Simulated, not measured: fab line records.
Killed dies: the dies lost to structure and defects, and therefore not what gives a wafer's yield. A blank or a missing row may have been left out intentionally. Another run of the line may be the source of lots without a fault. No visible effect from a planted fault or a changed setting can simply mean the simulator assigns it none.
Which of the tools did it? | flow nandHarc | 36 wafers from 12 lots sampled at 2 of the route's 1302 steps

== WHAT THE GAUGES READ, wafer by wafer ==
NHARC_P_ZERO_WELL_CD_MEAS_24 targets a cd of 720 nm.
lot  | measured     | on       | cdNm (nm)
L075 | day 2 08:30  | cdSem-01 | 721.2 720.0 719.7
L077 | day 3 04:35  | cdSem-02 | 720.6 719.5 719.9
L079 | day 4 00:29  | cdSem-02 | 720.6 720.8 719.9
L081 | day 4 20:38  | cdSem-03 | 719.5 719.7 720.4
L083 | day 5 16:34  | cdSem-01 | 721.5 720.3 722.0
L085 | day 6 12:48  | cdSem-01 | 719.7 719.5 721.5
L087 | day 7 08:34  | cdSem-02 | 720.8 722.1 721.0
L089 | day 8 04:30  | cdSem-02 | 721.4 720.2 721.5
L091 | day 9 00:28  | cdSem-02 | 720.7 721.9 720.4
L093 | day 9 20:36  | cdSem-03 | 717.1 718.5 718.9
L095 | day 10 16:28 | cdSem-02 | 722.2 723.0 722.0
L097 | day 11 12:41 | cdSem-01 | 719.6 719.6 719.2

== EACH LOT AND THE TOOL THAT RAN IT (in order: tool; ch and the chambers of the sampled wafers; start) ==
lot  | NHARC_P_ZERO_WELL_ETCH_65
L075 | rieDiel-09 ch 0,1,2, day 2 07:30
L077 | rieDiel-12 ch 1,3, day 3 03:29
L079 | rieDiel-13 ch 1,2,3, day 3 23:22
L081 | rieDiel-12 ch 1,2, day 4 19:39
L083 | rieDiel-09 ch 1,2,3, day 5 15:28
L085 | rieDiel-12 ch 1,2,3, day 6 11:50
L087 | rieDiel-13 ch 0,1,2, day 7 07:29
L089 | rieDiel-09 ch 0,1,2, day 8 03:22
L091 | rieDiel-09 ch 1,2,3, day 8 23:30
L093 | rieDiel-13 ch 2,3, day 9 19:29
L095 | rieDiel-13 ch 1,2,3, day 10 15:23
L097 | rieDiel-13 ch 1,2, day 11 11:34
- NHARC_P_ZERO_WELL_ETCH_65: etches the open film in N2/H2, target depth 80 nm, overetch 24 nm, time 87.88 s.

== THE ANSWER, worked out from the rows above alone ==
Rule: what is usual is taken from the lots themselves. The widest of any qualifying gaps counts: lots, ordered by their means at a reading, are off when they make up no more than a third of the lots, leave a main group of 4 or more, and stand apart from it by 3 or more times the standard deviation of that group's means. A main group whose means are all the same, to the digits that the tables above print for the reading, isn't used. Also off: a lot with no number at a reading for which 4 or more lots have one. Where the step has rows for the other lots, those lots are counted as sound.
No lot is off on any of the readings shown, so nothing can be concluded from this.

== WHAT THE SIMULATOR PUT IN ==
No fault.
